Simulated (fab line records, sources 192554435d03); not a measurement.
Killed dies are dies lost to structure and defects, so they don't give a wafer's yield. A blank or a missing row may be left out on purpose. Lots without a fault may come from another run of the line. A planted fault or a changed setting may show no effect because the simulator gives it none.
Chamber matching | flow n5_finfet | N5_MOL_CONTACT_COAG_ALD_123 on ald_sin-04: 4 sister chambers
The step deposits SiNx, target thk 5 nm, pulse time 1 s, purge time 2 s. 4 wafers are shown with their chamber, then 12 later ones without.

WAFERS WITH THEIR CHAMBER
wafer  | chamber | heater_power_w (W)
L087.1 | 0       | 815
L091.1 | 2       | 975
L091.2 | 3       | 834
L091.3 | 1       | 822

WAFERS WITHOUT THEIR CHAMBER
wafer  | heater_power_w (W)
L091.4 | 831
L091.5 | 955
L091.6 | 799
L092.2 | 810
L092.3 | 826
L092.4 | 988
L093.4 | 813
L093.5 | 958
L093.6 | 820
L097.1 | 809
L097.3 | 965
L097.5 | 826

WHICH CHAMBER EACH WENT THROUGH
wafer  | from the rows above          | in truth
L091.4 | can't be placed: 3 or 1 or 0 | 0
L091.5 | 2                            | 2
L091.6 | can't be placed: 0 or 1 or 3 | 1
L092.2 | can't be placed: 0 or 1 or 3 | 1
L092.3 | can't be placed: 1 or 3 or 0 | 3
L092.4 | 2                            | 2
L093.4 | can't be placed: 0 or 1 or 3 | 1
L093.5 | 2                            | 2
L093.6 | can't be placed: 1 or 0 or 3 | 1
L097.1 | can't be placed: 0 or 1 or 3 | 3
L097.3 | 2                            | 2
L097.5 | can't be placed: 1 or 3 or 0 | 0
Placed correctly: 4 of 12. Can't be placed from these rows: 8 (the true chamber is among the candidates in 8). Placed wrongly: 0.
How it was worked out, from the rows above alone: a wafer's distance from a chamber is the root of the sum, over the readings, of the square of ((its reading less the chamber's mean) divided by the reading's scatter). The wafer belongs to the nearest chamber; if the next one is less than 2 further off, it can't be placed. A chamber's mean is the mean of its shown wafers. The scatter: with one shown wafer a chamber, the root of the mean of the squares of how far each hidden wafer lies from its nearest shown one.
